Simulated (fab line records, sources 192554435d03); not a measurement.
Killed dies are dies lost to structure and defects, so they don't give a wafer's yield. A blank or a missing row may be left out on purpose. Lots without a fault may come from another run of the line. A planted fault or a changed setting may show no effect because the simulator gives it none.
Split-lot experiment | flow n5_finfet | 7 lots, 21 wafers read, on a route of 1938 steps

THE SPLIT
At N5_DUMMY_GATE_COAT_28 (time 60 s, resist thk 10 nm), the setting spin_rpm was moved away from the recipe's 1500 rpm on 10 of the 21 wafers read, by -9.6% to +7.7%. The other wafers ran this setting at the recipe's value.

The reading is taken at the split's own step.

THE READING
underlayer_of_DUMMY_GATE_COAT_28.thk_nm (the simulator's own value, which no gauge read), in nm, at N5_DUMMY_GATE_COAT_28 (time 60 s, resist thk 10 nm). The file gives no usual value for it.

wafer  | tool, chamber at the split | spin_rpm as run, rpm | against the recipe | underlayer_of_DUMMY_GATE_COAT_28.thk_nm, nm | against lot-mates on the recipe
L078.1 | litho_track-02, 0          | 1422                 | -5.2%              | 10.2                                        | +0.2
L078.3 | litho_track-02, 0          | 1500                 | recipe             | 10                                          | -
L078.5 | litho_track-02, 0          | 1500                 | recipe             | 10                                          | -
L079.3 | litho_track-02, 0          | 1500                 | recipe             | 10                                          | -
L079.4 | litho_track-02, 0          | 1500                 | recipe             | 10                                          | -
L079.6 | litho_track-02, 0          | 1500                 | recipe             | 10                                          | -
L081.3 | litho_track-04, 0          | 1357                 | -9.5%              | 10.4                                        | no lot-mate on the recipe
L081.4 | litho_track-04, 0          | 1357                 | -9.5%              | 10.6                                        | no lot-mate on the recipe
L081.6 | litho_track-04, 0          | 1357                 | -9.5%              | 10.6                                        | no lot-mate on the recipe
L085.1 | litho_track-02, 0          | 1588                 | +5.9%              | 9.6                                         | -0.4
L085.3 | litho_track-02, 0          | 1588                 | +5.9%              | 9.6                                         | -0.4
L085.2 | litho_track-02, 0          | 1500                 | recipe             | 10                                          | -
L089.1 | litho_track-02, 0          | 1500                 | recipe             | 10                                          | -
L089.4 | litho_track-02, 0          | 1500                 | recipe             | 10                                          | -
L089.3 | litho_track-02, 0          | 1356                 | -9.6%              | 10.6                                        | +0.6
L092.2 | litho_track-04, 0          | 1500                 | recipe             | 10                                          | -
L092.3 | litho_track-04, 0          | 1500                 | recipe             | 10                                          | -
L092.5 | litho_track-04, 0          | 1602                 | +6.8%              | 9.6                                         | -0.4
L093.1 | litho_track-02, 0          | 1616                 | +7.7%              | 9.6                                         | -0.4
L093.4 | litho_track-02, 0          | 1616                 | +7.7%              | 9.6                                         | -0.4
L093.6 | litho_track-02, 0          | 1500                 | recipe             | 10                                          | -

THE FIT
A straight line over all 21 wafers: underlayer_of_DUMMY_GATE_COAT_28.thk_nm changes by -0.057 nm for each +1% of spin_rpm; r = -0.99; the points scatter about the line by 0.051 nm.
The same after taking each lot's own level away (the mean of its wafers on the recipe; 18 wafers): -0.0573 nm for each +1%; r = -0.99; scatter 0.038 nm.
On that fit, the largest move of spin_rpm shifts the reading by 0.55 nm.
The lots' own levels span 10.00 to 10.00 nm.
So the lot-to-lot level changes the slope little: the two slopes agree.
Check: with one of the wafers moved furthest among these (-9.6%) left out of the fit, the line predicts +0.509 nm for it against its lot-mates. It came out at +0.6 nm against them.

OTHER SPLITS ON THESE WAFERS
These wafers also went through other splits before the reading. Each is held against what the fit with the lots' levels taken away leaves over:
other split on the same wafers | wafers away from the commonest value | r with underlayer_of_DUMMY_GATE_COAT_28.thk_nm (lot level and that fit taken away)
N5_ZERO_LAYER_PECVD_02 time_s  | 5                                    | +0.73
N5_ZERO_LAYER_COAT_05 spin_rpm | 4                                    | -0.22
N5_FIN_SAQP_PEB_14 peb_time_s  | 5                                    | -0.01
N5_FIN_SAQP_ETCH_34 source_w   | 6                                    | +0.13
N5_FIN_CUT_COAT_18 spin_rpm    | 8                                    | +0.25

THE FILE'S OWN FIT
underlayer_of_DUMMY_GATE_COAT_28.thk_nm changes by -0.0576 nm for each +1% of spin_rpm, r = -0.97.
